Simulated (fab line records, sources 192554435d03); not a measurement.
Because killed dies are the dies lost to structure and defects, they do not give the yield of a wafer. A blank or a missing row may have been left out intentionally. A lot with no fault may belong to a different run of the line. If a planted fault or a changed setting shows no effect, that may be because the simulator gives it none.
A lot that was struck, set against a sound lot	flow n5_finfet	40 out of 1938 route steps
Sound: these wafers, L149.1, L149.3, L149.6. Wafers L164.2, L164.5 were the ones struck. The cause comes at the end.
At each step with rows: each side's tool, then ch and its chambers, then its first start. Under that, the readings that differ: sound wafers	struck wafers	difference of the means	sigmas: that difference in standard deviations of wafers without a fault.
alike: readings with means less than 2 such deviations apart, plus words and numbers identical on both sides. not compared: withheld readings, readings lacking a value on some wafer, bounds such as >300 that could conceal the same value, and numbers that have no deviation in the record and whose values overlap.
A row with sigmas, a row that says differs or no value, or rows on one side alone: a step with any of these is where the two part. Numbers that don't overlap but have no deviation are shown without sigmas and don't part them. A reading that every wafer of one side lacks parts them only if that side has two wafers or more.

first, 9 steps without rows for these wafers: N5_BEOL_M4_ANNEAL_95 (time 240 s); N5_BEOL_M4_SPUTTER_96 (material Cu, target thk 4.5 nm, time 8.29 s); N5_BEOL_M4_ECD_50 (material Cu, target thk 300 nm); N5_BEOL_M4_ANNEAL_51 (time 90 s); N5_BEOL_M4_CMP_52 (polishes, stops on SiOC, t overpolish 6.8 s, target thk 40 nm); N5_BEOL_M4_PRE_CLEAN_60 (time 15 s); N5_BEOL_M4_CO_CAP_55 (material Co, precursor CCTBA/H2, target thk 2 nm, time 102.1 s); N5_BEOL_M4_PRE_CLEAN_56 (time 15 s); N5_BEOL_M4_DEP_57 (deposits SiCN from 3MS/NH3, target thk 8 nm, time 14 s).
N5_BEOL_M4_RC_MEAS_101:
  sound on prober-01 ch 0, day 9 13:59; struck on prober-02 ch 0, day 13 08:05
reading	sound	struck	difference	sigmas
ION_P (uA/um)	465 473 464	449 449	-18	-2
VT_P (mV)	-249 -247 -247	-253 -258	-8	-2
  alike: DIBL_N, DIBL_P, IOFF_N, IOFF_P, ION_N, SS_N, SS_P, VT_N
then, 24 steps without rows for these wafers: N5_BEOL_M5_ILD_DEP_00 (deposits SiCOH lowk from DEMS/porogen, target thk 140.64 nm, time 25.9 s); N5_BEOL_M5_CURE_79 (cures SiCOH lowk, time 240 s); N5_BEOL_M5_PECVD_70 (deposits SiO2 from TEOS/O2, target thk 16 nm, time 18 s); N5_BEOL_M5_HM_DEP_02 (deposits TiN, target thk 20 nm); N5_BEOL_M5_COAT_59 (time 60 s, resist thk 60 nm); N5_BEOL_M5_COAT_60 (time 60 s, resist thk 12 nm); N5_BEOL_M5_COAT_71 (time 60 s, resist thk 5 nm); N5_BEOL_M5_COAT_05 (resist thk 30 nm); N5_BEOL_M5_EBR_07; N5_BEOL_M5_SOFTBAKE_06 (time 60 s); N5_BEOL_M5_EXPOSE_08 (exposes mask M5, target cd 28 nm); N5_BEOL_M5_PEB_09 (peb time 60 s); N5_BEOL_M5_DEVELOP_10 (develop time 30 s); N5_BEOL_M5_DESCUM_16 (chemistry O2, time 7 s); N5_BEOL_M5_ETCH_72 (etches underlayer in N2/H2, target depth 6.5 nm, time 5.2 s); N5_BEOL_M5_ETCH_61 (etches SiARC in CF4, target depth 15.6 nm, time 26 s); N5_BEOL_M5_ETCH_62 (etches SOC in N2/H2, target depth 75 nm, overetch 15 nm, time 112.5 s); N5_BEOL_M5_STRIP_63 (strips in N2/H2); N5_BEOL_M5_STRIP_73 (strips in N2/H2); N5_BEOL_M5_STRIP_64 (strips in CF4); N5_BEOL_M5_HM_OPEN_17 (chemistry Cl2/BCl3, target TiN, target depth 20 nm, overetch 6 nm); N5_BEOL_M5_STRIP_19 (strips in O2); N5_BEOL_M5_COAT_65 (time 60 s, resist thk 60 nm); N5_BEOL_M5_COAT_66 (time 60 s, resist thk 12 nm).
-- record jumps: 4 days separate the struck wafers' starts on either side; left off in module BEOL_M5, taken up again in module BEOL_M15, whose first shown step is the route's number 1808 --
N5_BEOL_M15_ETCH_61: etches BARC in N2/H2, target depth 89 nm, overetch 26.7 nm, time 67.9 s.
  sound on rie_diel-02 ch 0,3, day 13 08:17; struck on rie_diel-02 ch 0,3, day 16 23:43
reading	sound	struck	difference	sigmas
model.coat_of_BEOL_M15_COAT_22.thk_nm (nm)	715 717.2 717	743.6 740.8	+25.8	
model.etch.depth_nm (nm)	89.13 88.68 88.83	69.54 72.64	-17.79	
model.BEOL_M15.cd_nm (nm)	396.2 399.4 395.4	393.8 391.4	-4.4	
  alike: bias_w, drypump_motor_current_A, oes_product_au, rf_vpp_V, showerhead_plenum_p_Torr, throttle_valve_pct
  not compared: rf_hours_counter_h
N5_BEOL_M15_TRENCH_ETCH_34: etches SiO2 in C4F8/O2/Ar, target depth 872.93 nm, time 199 s.
  sound on rie_diel-02 ch 0,3, day 13 08:21; struck on rie_diel-02 ch 0,3, day 16 23:46
reading	sound	struck	difference	sigmas
oes_product_au (a.u.)	0.73 0.81 0.81	0.26 0.29	-0.51	-6
throttle_valve_pct (%)	30.7 31.0 31.0	30.0 30.3	-0.8	-2
model.coat_of_BEOL_M15_COAT_22.thk_nm (nm)	534.6 540.8 541.4	566.8 567.2	+28.1	
  alike: O2_flow_sccm, bias_w, drypump_motor_current_A, rf_vpp_V, showerhead_plenum_p_Torr
  not compared: rf_hours_counter_h
N5_BEOL_M15_ETCH_38: etches SiCN in CF4/N2, target depth 106.4 nm, time 120.5 s.
  sound on rie_diel-02 ch 1,3; struck on rie_diel-06 ch 0,3
reading	sound	struck	difference	sigmas
model.BEOL_M15.cd_nm (nm)	397 399 394.4	393.8 390	-4.9	
  alike: bias_w, drypump_motor_current_A, oes_product_au, rf_vpp_V, showerhead_plenum_p_Torr, throttle_valve_pct
  not compared: rf_hours_counter_h
N5_BEOL_M15_THK_MEAS_50: measures by xrf.
  sound on film_metro-02, day 13 10:53; struck on film_metro-02, day 17 01:51
reading	sound	struck	difference	sigmas
M15_THK (nm)	879 908 898	- -	no value on the struck wafers	
N5_BEOL_M15_RS_MEAS_54: measures by four-point-probe.
  sound on film_metro-01, day 13 11:01; struck on film_metro-02, day 17 01:59
reading	sound	struck	difference	sigmas
M15_RS (ohm/sq)	0.0213 0.0207 0.0208	- -	no value on the struck wafers	
N5_PASSIVATION_PROBE_49:
  sound on prober-02, day 14 02:34; struck on prober-01, day 17 16:30
reading	sound	struck	difference	sigmas
defect_limited_yield (%)	89.0 89.4 90.8	0 0.1	-90	-64
killed_at_M4_up	20 12 18	1081 1089	+1068	+99 or more
killed_dies	130 125 108	1180 1179	+1058	+62
killed_on_rim	15 17 13	152 152	+137	+35
sort_bin_5_function (%)	7.3 6.8 5.2	97.0 96.5	+90.3	+90
sort_n_pass	1050 1055 1072	0 1	-1058	-62
sort_yield_pct (%)	89.0 89.4 90.8	0 0.1	-90	-64
  alike: killed_at_M0_to_M3, killed_at_contacts, killed_at_front_end, killed_at_other, killed_open, killed_short, sort_bin_6_memory

WHERE THEY PART
Last at N5_PASSIVATION_PROBE_49 as far as this record goes, first at N5_BEOL_M4_RC_MEAS_101.

WHY: the cause the simulator had injected
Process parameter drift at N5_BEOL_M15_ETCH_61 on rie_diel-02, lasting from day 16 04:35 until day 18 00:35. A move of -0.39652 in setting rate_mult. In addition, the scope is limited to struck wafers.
